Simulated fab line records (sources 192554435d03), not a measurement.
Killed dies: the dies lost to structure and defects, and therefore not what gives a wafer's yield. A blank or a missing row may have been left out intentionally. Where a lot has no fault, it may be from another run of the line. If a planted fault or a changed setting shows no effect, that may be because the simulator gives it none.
fab line records || flow n5-finfet
record: {"lots": 4, "wafers": 12, "last-day": 17}
route steps=1938 shown BEOL_M14@1730
lots untouched by any fault: they come from a run of this same line in which no faults occurred
start-h: hours from the record's first day to the start of the lot's first wafer shown || wait-h: hours since the lot's step before || " same as the row above || L1.1+2: a row that stands for several wafers || - no value, or no start given || * or withheld: withheld || < > ~ a bound
route shown NAME@n: names a module that has steps shown in the file, with the first one's number in the route || usual: average and standard deviation across the fault-free wafers || same: alike in all rows || chamber/n: place in a boat || sites: each site's reading || _std_site: how widely they spread, as a standard deviation || _edge_site: inner sites' mean taken away from outer sites' mean || radius-mm: for every site, how far away it sits from the centre of the wafer || mask NAME#n: copy n || behind: the tool/chamber that last shaped the wafer || hold: why the lot was held/for how many hours/how that ended || device: which transistor (n, p or np) failed to switch || end of line: at the end of the route, the tests of the same wafers || for a step that has no rows: nothing shown but its recipe || killed: dies lost to structure and defects at the first sort, not the wafer's yield || map: a wafer's dies, marking killed ones x, the rest . and places with no die _
set.NAME: the run value of the setting; set.NAME@STEP: its run value at that earlier step || model.NAME: the simulator's own value behind a step, which no gauge read
certain route steps with their lots: each step a table, each wafer a row
services: the hour from which a tool's chamber was out of use, counted from the record's first day as start-h (under 0 if before that day), plus the number of hours and why
== steps ==
step: N5_BEOL_M14_ETCH_59
recipe: {"chemistry": "N2/H2", "target": "BARC", "target-depth-a": 890, "overetch-a": 267, "time-s": 67.9, "ion-energy-ev": 200, "pressure-mtorr": 30, "source-w": 840, "bias-w": 150, "n2-flow-sccm": 200, "h2-flow-sccm": 200}
step: N5_BEOL_M14_VIA_ETCH_16
recipe: {"chemistry": "C4F8/O2/Ar", "target": "SiO2", "he-inner-torr": 15, "he-outer-torr": 30, "target-depth-a": 12313, "time-s": "withheld", "ion-energy-ev": 800, "pressure-mtorr": 20, "source-w": 1905, "bias-w": 2040, "Ar_flow_sccm": 400, "C4F8_flow_sccm": 16, "O2_flow_sccm": 12, "ends": "cleared"}
step: N5_BEOL_M14_STRIP_63
recipe: {"chemistry": "O2", "power-w": 600, "temp-c": 60, "pressure-mtorr": 30, "rf-frequency-hz": 6e+07, "bias-power-w": 0, "overash-fraction": 0.3, "o2-flow-sccm": 225}
step: N5_BEOL_M14_STRIP_64
recipe: {"chemistry": "O2", "power-w": 600, "temp-c": 60, "pressure-mtorr": 30, "rf-frequency-hz": 6e+07, "bias-power-w": 0, "overash-fraction": 0.3, "o2-flow-sccm": 225}
step: N5_BEOL_M14_STRIP_71
recipe: {"chemistry": "post-etch-residue-remover", "time-s": 60, "temp-c": 25, "remover-ph": "withheld", "remover-water-wt-pct": "withheld", "remover-fluoride-wt-pct": "withheld"}
step: N5_BEOL_M14_SRD_72
recipe: {"time-s": 30, "temp-c": 23, "rinse-liquid": "diw", "dry": "n2-spin", "spin-rpm": 1500, "dry-time-s": 30}
step: N5_BEOL_M14_COAT_65
recipe: {"resist": "SOC", "temp-c": 250, "time-s": 60, "spin-rpm": 1500, "resist-thk-nm": 450}
step: N5_BEOL_M14_COAT_66
recipe: {"resist": "SiARC", "temp-c": 220, "time-s": 60, "spin-rpm": 1500, "resist-thk-nm": 110}
step: N5_BEOL_M14_COAT_22
recipe: {"spin-rpm": 2888, "resist-thk-nm": 300}
step: N5_BEOL_M14_EBR_24
recipe: {"solvent": "PGMEA", "ebr-width-mm": 1.5}
step: N5_BEOL_M14_SOFTBAKE_23
recipe: {"temp-c": 130, "time-s": 60}
step: N5_BEOL_M14_EXPOSE_25
recipe: {"mask-id": "M14", "na": 0.8, "source-shape": "annular", "sigma-inner": 0.5, "sigma-outer": 0.8, "polarization": "unpolarized", "target-cd-nm": 280, "dose-mj": 26.6}
usual: {"exposure-dose-mJ-cm2": "26.57/0.033"}
{"lot.wafer": "L391.3", "tool": "krf-scanner-02", "chamber": 0, "start-h": 265.09, "wait-h": "-", "mask": "M14#0", "exposure-dose-mJ-cm2": 26.60}
{"lot.wafer": "L391.4", "tool": "krf-scanner-02", "chamber": 0, "start-h": 265.09, "wait-h": "-", "mask": "M14#0", "exposure-dose-mJ-cm2": 26.60}
{"lot.wafer": "L391.5", "tool": "krf-scanner-02", "chamber": 0, "start-h": 265.09, "wait-h": "-", "mask": "M14#0", "exposure-dose-mJ-cm2": 26.61}
{"lot.wafer": "L407.1", "tool": "krf-scanner-02", "chamber": 0, "start-h": 351.70, "wait-h": "-", "mask": "M14#0", "exposure-dose-mJ-cm2": 27.62}
{"lot.wafer": "L407.4", "tool": "krf-scanner-02", "chamber": 0, "start-h": 351.70, "wait-h": "-", "mask": "M14#0", "exposure-dose-mJ-cm2": 27.60}
{"lot.wafer": "L407.6", "tool": "krf-scanner-02", "chamber": 0, "start-h": 351.70, "wait-h": "-", "mask": "M14#0", "exposure-dose-mJ-cm2": 27.62}
{"lot.wafer": "L405.2", "tool": "krf-scanner-02", "chamber": 0, "start-h": 351.74, "wait-h": "-", "mask": "M14#0", "exposure-dose-mJ-cm2": 27.64}
{"lot.wafer": "L405.3", "tool": "krf-scanner-02", "chamber": 0, "start-h": 351.74, "wait-h": "-", "mask": "M14#0", "exposure-dose-mJ-cm2": 27.63}
{"lot.wafer": "L405.5", "tool": "krf-scanner-02", "chamber": 0, "start-h": 351.74, "wait-h": "-", "mask": "M14#0", "exposure-dose-mJ-cm2": 27.68}
{"lot.wafer": "L408.1", "tool": "krf-scanner-01", "chamber": 0, "start-h": 372.48, "wait-h": "-", "mask": "M14#0", "exposure-dose-mJ-cm2": 26.56}
{"lot.wafer": "L408.2", "tool": "krf-scanner-01", "chamber": 0, "start-h": 372.48, "wait-h": "-", "mask": "M14#0", "exposure-dose-mJ-cm2": 26.55}
{"lot.wafer": "L408.3", "tool": "krf-scanner-01", "chamber": 0, "start-h": 372.48, "wait-h": "-", "mask": "M14#0", "exposure-dose-mJ-cm2": 26.59}
step: N5_BEOL_M14_PEB_26
recipe: {"peb-temp-c": 130, "peb-time-s": 90}
step: N5_BEOL_M14_DEVELOP_27
recipe: {"develop-time-s": 45, "rinse-liquid": "diw", "dry": "air-spin", "dev-temp-c": 21}
step: N5_BEOL_M14_HARDBAKE_32
recipe: {"temp-c": 130, "time-s": 120}
step: N5_BEOL_M14_DESCUM_33
recipe: {"chemistry": "O2", "time-s": 7.9, "source-power-w": 50, "bias-power-w": 20, "pressure-mtorr": 20, "rf-frequency-hz": 2.712e+07, "temp-c": 40, "o2-flow-sccm": 225}
usual: {"chamber-pressure-mTorr": "20.001/0.017", "drypump-motor-current-A": "5.6/0.45", "o2-flow-sccm": "225.0/0.74", "oes-product-au": "0.80/0.085", "rf-vpp-V": "243.0/1.2", "showerhead-plenum-p-Torr": "2.09/0.059", "throttle-valve-pct": "20.63/0.22"}
{"lot.wafer": "L391.3", "tool": "rie-diel-04", "chamber": 0, "start-h": 265.35, "wait-h": 0.0, "chamber-pressure-mTorr": 19.998, "drypump-motor-current-A": 4.8, "o2-flow-sccm": 225.2, "oes-product-au": 0.80, "rf-hours-counter-h": 107, "rf-vpp-V": 242.3, "showerhead-plenum-p-Torr": 2.13, "throttle-valve-pct": 20.54, "model.BEOL_M14.cd-nm": 286.2}
{"lot.wafer": "L391.4", "tool": "rie-diel-04", "chamber": 3, "start-h": 265.35, "wait-h": 0.0, "chamber-pressure-mTorr": 19.987, "drypump-motor-current-A": 6.3, "o2-flow-sccm": 225.2, "oes-product-au": 0.96, "rf-hours-counter-h": 5, "rf-vpp-V": 244.4, "showerhead-plenum-p-Torr": 2.16, "throttle-valve-pct": 20.31, "model.BEOL_M14.cd-nm": 282.4}
{"lot.wafer": "L391.5", "tool": "rie-diel-04", "chamber": 0, "start-h": 265.35, "wait-h": 0.0, "chamber-pressure-mTorr": 19.997, "drypump-motor-current-A": 4.8, "o2-flow-sccm": 226.3, "oes-product-au": 0.80, "rf-hours-counter-h": "-", "rf-vpp-V": 242.1, "showerhead-plenum-p-Torr": 2.13, "throttle-valve-pct": 20.55, "model.BEOL_M14.cd-nm": 284}
{"lot.wafer": "L407.1", "tool": "rie-diel-05", "chamber": 3, "start-h": 351.96, "wait-h": 0.0, "chamber-pressure-mTorr": 20.001, "drypump-motor-current-A": 5.9, "o2-flow-sccm": 224.8, "oes-product-au": 0.67, "rf-hours-counter-h": 237, "rf-vpp-V": 242.5, "showerhead-plenum-p-Torr": 2.08, "throttle-valve-pct": 20.99, "model.BEOL_M14.cd-nm": 286.6}
{"lot.wafer": "L407.4", "tool": "rie-diel-05", "chamber": 3, "start-h": 351.96, "wait-h": 0.0, "chamber-pressure-mTorr": 20.020, "drypump-motor-current-A": 5.8, "o2-flow-sccm": 224.9, "oes-product-au": 0.67, "rf-hours-counter-h": "-", "rf-vpp-V": 243.6, "showerhead-plenum-p-Torr": 2.08, "throttle-valve-pct": 20.98, "model.BEOL_M14.cd-nm": 285.6}
{"lot.wafer": "L407.6", "tool": "rie-diel-05", "chamber": 0, "start-h": 351.96, "wait-h": 0.0, "chamber-pressure-mTorr": 19.990, "drypump-motor-current-A": 6.0, "o2-flow-sccm": 225.7, "oes-product-au": 0.68, "rf-hours-counter-h": "-", "rf-vpp-V": 241.4, "showerhead-plenum-p-Torr": 1.98, "throttle-valve-pct": 20.64, "model.BEOL_M14.cd-nm": 286.6}
{"lot.wafer": "L405.2", "tool": "rie-diel-04", "chamber": 3, "start-h": 352.08, "wait-h": 0.1, "chamber-pressure-mTorr": 19.975, "drypump-motor-current-A": 6.3, "o2-flow-sccm": 225.0, "oes-product-au": 0.88, "rf-hours-counter-h": 37, "rf-vpp-V": 245.0, "showerhead-plenum-p-Torr": 2.15, "throttle-valve-pct": 20.33, "model.BEOL_M14.cd-nm": 295.8}
{"lot.wafer": "L405.3", "tool": "rie-diel-04", "chamber": 2, "start-h": 352.08, "wait-h": 0.1, "chamber-pressure-mTorr": 20.033, "drypump-motor-current-A": 5.5, "o2-flow-sccm": 225.0, "oes-product-au": 0.82, "rf-hours-counter-h": 88, "rf-vpp-V": 243.3, "showerhead-plenum-p-Torr": 2.05, "throttle-valve-pct": 20.87, "model.BEOL_M14.cd-nm": 289.4}
{"lot.wafer": "L405.5", "tool": "rie-diel-04", "chamber": 2, "start-h": 352.08, "wait-h": 0.1, "chamber-pressure-mTorr": 19.988, "drypump-motor-current-A": 5.5, "o2-flow-sccm": 226.1, "oes-product-au": 0.81, "rf-hours-counter-h": "-", "rf-vpp-V": 244.5, "showerhead-plenum-p-Torr": 2.05, "throttle-valve-pct": 20.87, "model.BEOL_M14.cd-nm": 289.2}
{"lot.wafer": "L408.1", "tool": "rie-diel-04", "chamber": 2, "start-h": 372.75, "wait-h": 0.0, "chamber-pressure-mTorr": 20.022, "drypump-motor-current-A": 5.5, "o2-flow-sccm": 225.9, "oes-product-au": 0.81, "rf-hours-counter-h": 94, "rf-vpp-V": 242.1, "showerhead-plenum-p-Torr": 2.05, "throttle-valve-pct": 20.88, "model.BEOL_M14.cd-nm": 285.8}
{"lot.wafer": "L408.2", "tool": "rie-diel-04", "chamber": 1, "start-h": 372.75, "wait-h": 0.0, "chamber-pressure-mTorr": 20.034, "drypump-motor-current-A": 5.3, "o2-flow-sccm": 225.5, "oes-product-au": 0.77, "rf-hours-counter-h": 117, "rf-vpp-V": 243.1, "showerhead-plenum-p-Torr": 1.99, "throttle-valve-pct": 20.51, "model.BEOL_M14.cd-nm": 285.4}
{"lot.wafer": "L408.3", "tool": "rie-diel-04", "chamber": 3, "start-h": 372.75, "wait-h": 0.0, "chamber-pressure-mTorr": 20.013, "drypump-motor-current-A": 6.3, "o2-flow-sccm": 224.6, "oes-product-au": 0.88, "rf-hours-counter-h": 43, "rf-vpp-V": 243.1, "showerhead-plenum-p-Torr": 2.15, "throttle-valve-pct": 20.36, "model.BEOL_M14.cd-nm": 288.6}
step: N5_BEOL_M14_ETCH_67
recipe: {"chemistry": "CF4", "target": "SiARC", "target-depth-a": 1430, "time-s": 238.3, "ion-energy-ev": 80, "pressure-mtorr": 40, "source-w": 545, "bias-w": 36, "Ar_flow_sccm": 100, "cf4-flow-sccm": 100, "ends": "cleared"}
step: N5_BEOL_M14_ETCH_68
recipe: {"chemistry": "N2/H2", "target": "SOC", "mask-material": "SiARC", "source-w": 3000, "bias-w": 350, "temp-c": 40, "time-s": 450, "ion-energy-ev": 200, "pressure-mtorr": 30, "n2-flow-sccm": 200, "h2-flow-sccm": 200}
step: N5_BEOL_M14_STRIP_69
recipe: {"chemistry": "N2/H2", "temp-c": 40, "n2-flow-sccm": 200, "h2-flow-sccm": 200, "rf-frequency-hz": 6e+07}
step: N5_BEOL_M14_TRENCH_ETCH_34
recipe: {"chemistry": "C4F8/O2/Ar", "target": "SiO2", "target-depth-a": 5566.5, "mask-material": "SOC", "he-inner-torr": 15, "he-outer-torr": 30, "time-s": 126.9, "ion-energy-ev": 800, "pressure-mtorr": 20, "source-w": 1905, "bias-w": 2040, "Ar_flow_sccm": 400, "C4F8_flow_sccm": 16, "O2_flow_sccm": 12}
step: N5_BEOL_M14_STRIP_70
recipe: {"chemistry": "C4F8/O2/Ar", "resist": "SiARC", "rf-frequency-hz": 6e+07}
step: N5_BEOL_M14_STRIP_37
recipe: {"chemistry": "O2", "power-w": 600, "temp-c": 60, "pressure-mtorr": 30, "rf-frequency-hz": 6e+07, "bias-power-w": 0, "overash-fraction": 0.3, "o2-flow-sccm": 225}
step: N5_BEOL_M14_ETCH_38
recipe: {"chemistry": "CF4/N2", "target": "SiCN", "target-depth-a": 1065, "taper-deg": 2, "time-s": 120.6, "ion-energy-ev": 150, "mask-material": "SiO2", "pressure-mtorr": 40, "source-w": 430, "bias-w": 70, "Ar_flow_sccm": 100, "cf4-flow-sccm": 60, "n2-flow-sccm": 60}
usual: {"chamber-pressure-mTorr": "40.00/0.039", "drypump-motor-current-A": "5.6/0.42", "mfc-ar-sccm": "100.0/0.34", "oes-product-au": "0.80/0.087", "rf-vpp-V": "382.0/1.4", "showerhead-plenum-p-Torr": "2.19/0.049", "throttle-valve-pct": "15.48/0.19"}
{"lot.wafer": "L391.3", "tool": "rie-diel-04", "chamber": 0, "start-h": "-", "wait-h": "-", "chamber-pressure-mTorr": 40.02, "drypump-motor-current-A": 4.8, "mfc-ar-sccm": 100.2, "oes-product-au": 0.81, "rf-hours-counter-h": 109, "rf-vpp-V": 382.4, "showerhead-plenum-p-Torr": 2.21, "throttle-valve-pct": 15.34, "model.BEOL_M14.cd-nm": 280.4}
{"lot.wafer": "L391.4", "tool": "rie-diel-04", "chamber": 1, "start-h": "-", "wait-h": "-", "chamber-pressure-mTorr": 39.97, "drypump-motor-current-A": 5.3, "mfc-ar-sccm": 100.0, "oes-product-au": 0.82, "rf-hours-counter-h": 81, "rf-vpp-V": 380.7, "showerhead-plenum-p-Torr": 2.16, "throttle-valve-pct": 15.67, "model.BEOL_M14.cd-nm": 276}
{"lot.wafer": "L391.5", "tool": "rie-diel-04", "chamber": 0, "start-h": "-", "wait-h": "-", "chamber-pressure-mTorr": 40.01, "drypump-motor-current-A": 4.8, "mfc-ar-sccm": 100.0, "oes-product-au": 0.81, "rf-hours-counter-h": "-", "rf-vpp-V": 381.8, "showerhead-plenum-p-Torr": 2.22, "throttle-valve-pct": 15.33, "model.BEOL_M14.cd-nm": 279.2}
{"lot.wafer": "L407.1", "tool": "rie-diel-03", "chamber": 0, "start-h": "-", "wait-h": "-", "chamber-pressure-mTorr": 40.03, "drypump-motor-current-A": 5.8, "mfc-ar-sccm": 99.9, "oes-product-au": 0.84, "rf-hours-counter-h": 59, "rf-vpp-V": 383.4, "showerhead-plenum-p-Torr": 2.16, "throttle-valve-pct": 15.35, "model.BEOL_M14.cd-nm": 280}
{"lot.wafer": "L407.4", "tool": "rie-diel-03", "chamber": 1, "start-h": "-", "wait-h": "-", "chamber-pressure-mTorr": 39.93, "drypump-motor-current-A": 6.3, "mfc-ar-sccm": 99.9, "oes-product-au": 0.76, "rf-hours-counter-h": 146, "rf-vpp-V": 383.1, "showerhead-plenum-p-Torr": 2.20, "throttle-valve-pct": 15.53, "model.BEOL_M14.cd-nm": 279.6}
{"lot.wafer": "L407.6", "tool": "rie-diel-03", "chamber": 0, "start-h": "-", "wait-h": "-", "chamber-pressure-mTorr": 39.99, "drypump-motor-current-A": 5.8, "mfc-ar-sccm": 100.0, "oes-product-au": 0.84, "rf-hours-counter-h": "-", "rf-vpp-V": 381.6, "showerhead-plenum-p-Torr": 2.17, "throttle-valve-pct": 15.33, "model.BEOL_M14.cd-nm": 282.2}
{"lot.wafer": "L405.2", "tool": "rie-diel-05", "chamber": 3, "start-h": "-", "wait-h": "-", "chamber-pressure-mTorr": 40.03, "drypump-motor-current-A": 5.8, "mfc-ar-sccm": 99.9, "oes-product-au": 0.67, "rf-hours-counter-h": 238, "rf-vpp-V": 381.6, "showerhead-plenum-p-Torr": 2.18, "throttle-valve-pct": 15.94, "model.BEOL_M14.cd-nm": 287.6}
{"lot.wafer": "L405.3", "tool": "rie-diel-05", "chamber": 1, "start-h": "-", "wait-h": "-", "chamber-pressure-mTorr": 40.02, "drypump-motor-current-A": 5.3, "mfc-ar-sccm": 100.0, "oes-product-au": 0.83, "rf-hours-counter-h": 76, "rf-vpp-V": 382.7, "showerhead-plenum-p-Torr": 2.24, "throttle-valve-pct": 15.59, "model.BEOL_M14.cd-nm": 283.8}
{"lot.wafer": "L405.5", "tool": "rie-diel-05", "chamber": 2, "start-h": "-", "wait-h": "-", "chamber-pressure-mTorr": 40.09, "drypump-motor-current-A": 5.3, "mfc-ar-sccm": 100.1, "oes-product-au": 0.69, "rf-hours-counter-h": "-", "rf-vpp-V": 382.1, "showerhead-plenum-p-Torr": 2.20, "throttle-valve-pct": 15.48, "model.BEOL_M14.cd-nm": 284}
{"lot.wafer": "L408.1", "tool": "rie-diel-04", "chamber": 3, "start-h": "-", "wait-h": "-", "chamber-pressure-mTorr": 39.99, "drypump-motor-current-A": 6.3, "mfc-ar-sccm": 99.8, "oes-product-au": 0.89, "rf-hours-counter-h": 44, "rf-vpp-V": 383.5, "showerhead-plenum-p-Torr": 2.23, "throttle-valve-pct": 15.12, "model.BEOL_M14.cd-nm": 283}
{"lot.wafer": "L408.2", "tool": "rie-diel-04", "chamber": 0, "start-h": "-", "wait-h": "-", "chamber-pressure-mTorr": 39.98, "drypump-motor-current-A": 4.8, "mfc-ar-sccm": 100.6, "oes-product-au": 0.78, "rf-hours-counter-h": 145, "rf-vpp-V": 383.8, "showerhead-plenum-p-Torr": 2.20, "throttle-valve-pct": 15.40, "model.BEOL_M14.cd-nm": 281.4}
{"lot.wafer": "L408.3", "tool": "rie-diel-04", "chamber": 1, "start-h": "-", "wait-h": "-", "chamber-pressure-mTorr": 39.99, "drypump-motor-current-A": 5.3, "mfc-ar-sccm": 99.6, "oes-product-au": 0.78, "rf-hours-counter-h": 117, "rf-vpp-V": 380.8, "showerhead-plenum-p-Torr": 2.14, "throttle-valve-pct": 15.74, "model.BEOL_M14.cd-nm": 281.2}
step: N5_BEOL_M14_PRECLEAN_39
recipe: {"chemistry": "residue-remover", "time-s": 60, "temp-c": 40}
== services ==
{"tool": "rie-diel-05", "chamber": 3, "start-h": 257.16, "hours": 2.8, "kind": "repair"}
{"tool": "krf-scanner-01", "chamber": "-", "start-h": 258.14, "hours": 1.0, "kind": "pm"}
{"tool": "krf-scanner-01", "chamber": "-", "start-h": 263.50, "hours": 0.8, "kind": "pm"}
{"tool": "krf-scanner-01", "chamber": 0, "start-h": 274.43, "hours": "-", "kind": "calibration"}
{"tool": "rie-diel-04", "chamber": 2, "start-h": 277.62, "hours": 3.7, "kind": "repair"}
{"tool": "krf-scanner-01", "chamber": "-", "start-h": 308.14, "hours": 6.0, "kind": "repair"}
{"tool": "rie-diel-05", "chamber": "-", "start-h": 312.87, "hours": 0.5, "kind": "repair"}
{"tool": "rie-diel-05", "chamber": "-", "start-h": 314.04, "hours": 0.3, "kind": "repair"}
{"tool": "krf-scanner-02", "chamber": "-", "start-h": 314.16, "hours": 1.0, "kind": "pm"}
{"tool": "rie-diel-03", "chamber": 3, "start-h": 328.53, "hours": 19.9, "kind": "repair"}
{"tool": "rie-diel-05", "chamber": 1, "start-h": 338.88, "hours": 7.3, "kind": "repair"}
{"tool": "rie-diel-05", "chamber": 2, "start-h": 346.91, "hours": 6.7, "kind": "repair"}
{"tool": "krf-scanner-01", "chamber": "-", "start-h": 350.96, "hours": 0.7, "kind": "repair"}
{"tool": "krf-scanner-02", "chamber": "-", "start-h": 355.09, "hours": 0.8, "kind": "pm"}
{"tool": "rie-diel-05", "chamber": 0, "start-h": 355.48, "hours": "-", "kind": "clean"}
{"tool": "rie-diel-05", "chamber": 0, "start-h": 355.48, "hours": "-", "kind": "consumable-replace:focus-ring"}
{"tool": "rie-diel-05", "chamber": 0, "start-h": 355.48, "hours": "-", "kind": "consumable-replace:showerhead"}
{"tool": "rie-diel-05", "chamber": 0, "start-h": 355.48, "hours": 24.1, "kind": "scheduled-down"}
{"tool": "rie-diel-05", "chamber": 0, "start-h": 355.48, "hours": 24.1, "kind": "vent-cycle"}
{"tool": "krf-scanner-02", "chamber": 0, "start-h": 367.55, "hours": "-", "kind": "calibration"}
== key ==
first-sign: {"step": "N5_BEOL_M14_EXPOSE_25", "reading": "exposure-dose-mJ-cm2", "direction": "up", "sigmas": 32, "usual": 26.57, "struck": 27.63}
effect none on later readings
model-effect: {"step": "N5_BEOL_M14_DESCUM_33", "value": "BEOL_M14.cd-nm", "without": 282.7, "struck": 288.9}
model-effect: {"step": "N5_BEOL_M14_ETCH_38", "value": "BEOL_M14.cd-nm", "without": 276.7, "struck": 282.9}
met-at N5_BEOL_M14_EXPOSE_25
struck-wafers L405.2,L405.3,L405.5,L407.1,L407.4,L407.6
onset-between 265.09 351.70
fault: {"kind": "process-parameter-drift", "tool": "krf-scanner-02", "chamber": "-", "onset-h": 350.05, "steps": "N5_BEOL_M14_EXPOSE_25", "channel": "dose-mj", "offset": 1.0083, "shape": "step", "acts-in": "these-recipes-only", "stated": 26.6}
